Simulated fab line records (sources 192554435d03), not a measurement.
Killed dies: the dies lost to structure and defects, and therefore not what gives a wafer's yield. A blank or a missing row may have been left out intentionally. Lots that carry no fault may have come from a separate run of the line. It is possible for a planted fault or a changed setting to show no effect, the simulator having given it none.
Which tool is to blame? :: flow n5 finfet :: route of 1938 steps, sampled at 1 step: 10 lots, 30 wafers

## WHAT EACH GAUGE READ, for each wafer
N5_BEOL_M3_THK_MEAS_01.
lot: L390
measured: day 7 01:16
on: film metro-01
M3_ILD_THK (nm): 77.6 79.3 78.8

lot: L393
measured: day 7 23:19
on: film metro-01
M3_ILD_THK (nm): 77.8 78.2 79.4

lot: L395
measured: day 8 16:38
on: film metro-02
M3_ILD_THK (nm): 78.7 79.7 81.0

lot: L396
measured: day 8 18:28
on: film metro-02
M3_ILD_THK (nm): 76.6 75.5 78.4

lot: L397
measured: day 9 20:04
on: film metro-01
M3_ILD_THK (nm): 77.0 80.3 78.1

lot: L400
measured: day 10 12:45
on: film metro-02
M3_ILD_THK (nm): 79.2 77.8 78.3

lot: L401
measured: day 10 12:58
on: film metro-01
M3_ILD_THK (nm): 76.7 78.4 79.0

lot: L403
measured: day 10 19:08
on: film metro-02
M3_ILD_THK (nm): 78.3 79.1 78.5

lot: L411
measured: day 12 21:43
on: film metro-02
M3_ILD_THK (nm): 79.1 77.8 79.0

lot: L412
measured: day 13 03:04
on: film metro-01
M3_ILD_THK (nm): 79.6 79.6 79.7

## EACH LOT AND THE TOOL THAT RAN IT (in order: tool; ch and the chambers of the sampled wafers; start)
The record shows no process step preceding these readings.

## THE ANSWER, worked out from the rows above alone
Rule: usual is defined by the lots themselves. Put in order of their means at a reading, lots are off if they are a third of the lots or fewer, leave a main group of 4 or more, and stand apart from it by a gap of 3 or more times the standard deviation of the main group's means; of several such gaps the widest counts. The tables above print the reading to a certain number of digits; a main group whose means all agree to those digits is not used. A lot without any number at a reading at which 4 lots or more have one is off too. The other lots that the step has rows for count as sound.
No lot is off at any reading shown: from this, nothing can be told.

## WHAT HAD BEEN PUT IN BY THE SIMULATOR
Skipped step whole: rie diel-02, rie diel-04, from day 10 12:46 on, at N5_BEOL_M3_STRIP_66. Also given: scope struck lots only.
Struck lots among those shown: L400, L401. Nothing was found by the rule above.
